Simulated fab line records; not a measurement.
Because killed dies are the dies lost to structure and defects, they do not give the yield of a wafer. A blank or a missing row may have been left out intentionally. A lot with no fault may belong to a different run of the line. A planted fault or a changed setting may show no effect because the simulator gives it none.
Chamber matching | flow nand harc | 4 sister chambers for NHARC_A_SGD_CUT_DESCUM_14 on rie diel-12
The step chemistry O2, time 3 s. 22 wafers are shown with their chamber, then 11 later ones without.

== WAFERS PAIRED WITH THEIR CHAMBERS ==
wafer  | chamber | drypump motor current A (A) | showerhead plenum p Torr (Torr) | oes product au (a.u.)
L074.1 | 0       | 5.4                         | 1.91                            | 1.011
L074.2 | 1       | 5.7                         | 1.95                            | 0.994
L074.4 | 3       | 6.5                         | 1.90                            | 0.987
L076.1 | 3       | 6.5                         | 1.90                            | 0.988
L076.4 | 2       | 5.2                         | 1.85                            | 1.009
L076.5 | 1       | 5.7                         | 1.95                            | 1.004
L080.2 | 0       | 5.4                         | 1.91                            | 1.007
L080.3 | 2       | 5.2                         | 1.85                            | 1.000
L080.5 | 0       | 5.4                         | 1.91                            | 0.997
L083.1 | 2       | 5.3                         | 1.85                            | 0.993
L083.2 | 0       | 5.4                         | 1.90                            | 0.989
L083.5 | 1       | 5.7                         | 1.95                            | 0.984
L083.3 | 1       | 5.7                         | 1.95                            | 0.994
L083.4 | 3       | 6.5                         | 1.90                            | 0.993
L083.6 | 0       | 5.4                         | 1.90                            | 0.979
L085.1 | 1       | 5.7                         | 1.94                            | 0.998
L085.3 | 0       | 5.4                         | 1.90                            | 0.998
L085.4 | 2       | 5.2                         | 1.85                            | 1.007
L087.3 | 3       | 6.4                         | 1.90                            | 0.994
L087.4 | 1       | 5.7                         | 1.94                            | 1.006
L087.5 | 0       | 5.4                         | 1.90                            | 0.993
L087.1 | 2       | 5.2                         | 1.85                            | 1.004

SIGNATURES (means of the wafers above)
reading                  | chamber 0 | chamber 1 | chamber 2 | chamber 3 | scatter within a chamber
drypump motor current A  | 5.400     | 5.700     | 5.220     | 6.475     | 0.0293
showerhead plenum p Torr | 1.9043    | 1.9467    | 1.8500    | 1.9000    | 0.00411
oes product au           | 0.99629   | 0.99667   | 1.00260   | 0.99050   | 0.00821
Rule: a wafer lies at a distance from a chamber equal to the root of the sum of squares, over the readings, of (its reading less the chamber's mean, divided by the reading's scatter). The wafer belongs to the nearest chamber; if the next one is less than 2 further off, it can't be placed. The scatter: take each reading less its chamber's mean, square it, sum over the shown wafers, divide by the number of wafers less the number of chambers, and take the root.

== WAFERS WHOSE CHAMBER IS MISSING ==
wafer  | drypump motor current A (A) | showerhead plenum p Torr (Torr) | oes product au (a.u.)
L087.2 | 5.4                         | 1.90                            | 0.998
L087.6 | 6.5                         | 1.90                            | 0.988
L088.2 | 5.4                         | 1.90                            | 0.993
L088.3 | 6.5                         | 1.90                            | 0.975
L088.6 | 5.4                         | 1.90                            | 0.992
L088.1 | 5.2                         | 1.84                            | 0.990
L088.4 | 5.7                         | 1.94                            | 0.999
L088.5 | 5.7                         | 1.94                            | 1.000
L091.1 | 5.7                         | 1.94                            | 1.005
L091.2 | 6.5                         | 1.90                            | 0.993
L091.4 | 6.5                         | 1.90                            | 0.998

== WHICH CHAMBER EACH WENT THROUGH ==
wafer  | from the rows above | in truth
L087.2 | 0                   | 0
L087.6 | 3                   | 3
L088.2 | 0                   | 0
L088.3 | 3                   | 3
L088.6 | 0                   | 0
L088.1 | 2                   | 2
L088.4 | 1                   | 1
L088.5 | 1                   | 1
L091.1 | 1                   | 1
L091.2 | 3                   | 3
L091.4 | 3                   | 3
Correct placement for 11 of the 11. From these rows, 0 cannot be placed. Wrongly placed: 0.
